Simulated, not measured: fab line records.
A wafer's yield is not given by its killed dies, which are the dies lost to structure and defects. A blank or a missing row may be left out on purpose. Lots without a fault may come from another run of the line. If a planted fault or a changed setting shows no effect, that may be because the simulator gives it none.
Matching of chambers | flow n5 finfet | N5_BEOL_M2_STRIP_36 on rie diel-02: 4 sister chambers
The step strips in N2/H2. 4 wafers are shown with their chamber, then 9 later ones without.

## WAFERS PAIRED WITH THEIR CHAMBERS
wafer  | chamber | drypump motor current A (A)
L078.4 | 3       | 6.4
L079.2 | 2       | 5.3
L086.3 | 1       | 5.9
L086.5 | 0       | 5.1

## WAFERS WHOSE CHAMBER IS MISSING
wafer  | drypump motor current A (A)
L088.1 | 5.1
L088.3 | 5.9
L088.5 | 5.3
L095.3 | 5.3
L095.4 | 6.4
L095.6 | 5.9
L097.4 | 6.4
L097.5 | 6.0
L097.6 | 5.3

## CHAMBER TAKEN BY EACH
wafer  | from the rows above | in truth
L088.1 | 0                   | 0
L088.3 | 1                   | 1
L088.5 | 2                   | 2
L095.3 | 2                   | 2
L095.4 | 3                   | 3
L095.6 | 1                   | 1
L097.4 | 3                   | 3
L097.5 | 1                   | 1
L097.6 | 2                   | 2
Placed correctly: 9 of 9. Left unplaced by these rows: 0. Placed wrongly: 0.
How it was worked out, from the rows above alone: a wafer's distance from a chamber is the root of the sum, over the readings, of the square of ((its reading less the chamber's mean) divided by the reading's scatter). If the next closest chamber is less than 2 further off than the closest, the wafer can't be placed; otherwise it belongs to the closest. A chamber's mean is the mean of its shown wafers. The scatter (one wafer shown for each chamber): square how far every hidden wafer sits from the nearest shown wafer, average those squares and take the square root.
